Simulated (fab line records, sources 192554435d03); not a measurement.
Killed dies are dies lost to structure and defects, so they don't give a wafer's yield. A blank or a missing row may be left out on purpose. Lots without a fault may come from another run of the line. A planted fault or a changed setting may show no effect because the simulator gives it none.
Chamber matching | flow n5_finfet | N5_BEOL_M8_CURE_75 on uv_cure-01: 3 sister chambers
The step cures SiCOH lowk, time 120 s. 3 wafers are shown with their chamber, then 8 later ones without.

WAFERS WITH THEIR CHAMBER
wafer  | chamber | wafer_temp_C_max
L078.6 | 0       | 371.0
L081.4 | 2       | 371.7
L088.1 | 1       | 371.5

WAFERS WITHOUT THEIR CHAMBER
wafer  | wafer_temp_C_max
L088.4 | 371.7
L088.5 | 372.1
L093.3 | 370.9
L093.5 | 370.7
L093.6 | 371.3
L096.1 | 373.3
L096.5 | 372.7
L096.6 | 372.1

WHICH CHAMBER EACH WENT THROUGH
wafer  | from the rows above          | in truth
L088.4 | can't be placed: 2 or 1 or 0 | 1
L088.5 | can't be placed: 2 or 1 or 0 | 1
L093.3 | can't be placed: 0 or 1 or 2 | 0
L093.5 | can't be placed: 0 or 1 or 2 | 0
L093.6 | can't be placed: 1 or 0 or 2 | 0
L096.1 | can't be placed: 2 or 1 or 0 | 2
L096.5 | can't be placed: 2 or 1 or 0 | 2
L096.6 | can't be placed: 2 or 1 or 0 | 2
Placed correctly: 0 of 8. Can't be placed from these rows: 8 (the true chamber is among the candidates in 8). Placed wrongly: 0.
How it was worked out, from the rows above alone: a wafer's distance from a chamber is the root of the sum, over the readings, of the square of ((its reading less the chamber's mean) divided by the reading's scatter). The wafer belongs to the nearest chamber; if the next one is less than 2 further off, it can't be placed. A chamber's mean is the mean of its shown wafers. The scatter: with one shown wafer a chamber, the root of the mean of the squares of how far each hidden wafer lies from its nearest shown one.
